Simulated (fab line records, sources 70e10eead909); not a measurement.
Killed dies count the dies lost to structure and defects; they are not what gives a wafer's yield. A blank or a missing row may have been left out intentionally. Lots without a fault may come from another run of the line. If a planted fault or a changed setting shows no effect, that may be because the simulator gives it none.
Chamber matching -- flow nand_harc -- NHARC_A_CHANNEL_FILL_D1_ALD_02 on ald_hk-04 has 4 sister chambers
The step deposits SiO2, target thk 6 nm, pulse time 10 s, ald cycles 60. 14 wafers are shown with their chamber, then 7 later ones without.

## WAFERS WITH THEIR CHAMBER
wafer,chamber,heater_power_w (W),precursor_pulse_height_rel
L075.2,2,530,1.060
L075.4,1,421,1.004
L075.6,2,519,1.006
L078.1,0,521,1.011
L078.2,2,539,1.024
L078.6,0,521,0.959
L087.4,3,449,1.002
L087.5,1,431,1.028
L087.6,0,512,1.009
L085.1,1,441,0.995
L085.3,2,529,1.005
L085.5,3,448,0.971
L092.1,1,430,1.011
L092.3,2,534,1.037

SIGNATURES, as means of the wafers listed above
reading,chamber 0,chamber 1,chamber 2,chamber 3,scatter within a chamber
heater_power_w,518.00,430.75,530.20,448.50,6.89
precursor_pulse_height_rel,0.99300,1.00950,1.02640,0.98650,0.0222
Rule: a wafer's distance from a chamber is the root of the sum, over the readings, of the square of ((its reading less the chamber's mean) divided by the reading's scatter). If the next closest chamber is less than 2 further off than the closest, the wafer can't be placed; otherwise it belongs to the closest. The scatter is the square root of a quotient: the sum, over the shown wafers, of each reading's squared deviation from its chamber's mean, divided by wafers minus chambers.

## WAFERS WHOSE CHAMBER IS MISSING
wafer,heater_power_w (W),precursor_pulse_height_rel
L092.4,512,0.962
L094.1,437,1.006
L094.2,526,0.990
L094.5,511,1.007
L097.1,533,1.014
L097.2,507,1.001
L097.3,433,0.967

## WHICH CHAMBER EACH WENT THROUGH
wafer,from the rows above,in truth
L092.4,0,0
L094.1,can't be placed: 1 or 3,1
L094.2,can't be placed: 0 or 2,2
L094.5,can't be placed: 0 or 2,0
L097.1,can't be placed: 2 or 0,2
L097.2,can't be placed: 0 or 2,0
L097.3,can't be placed: 1 or 3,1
Correctly placed: 1 of 7. Not placeable from these rows: 6 (in 6, the candidates include the true chamber). Placed wrongly: 0.
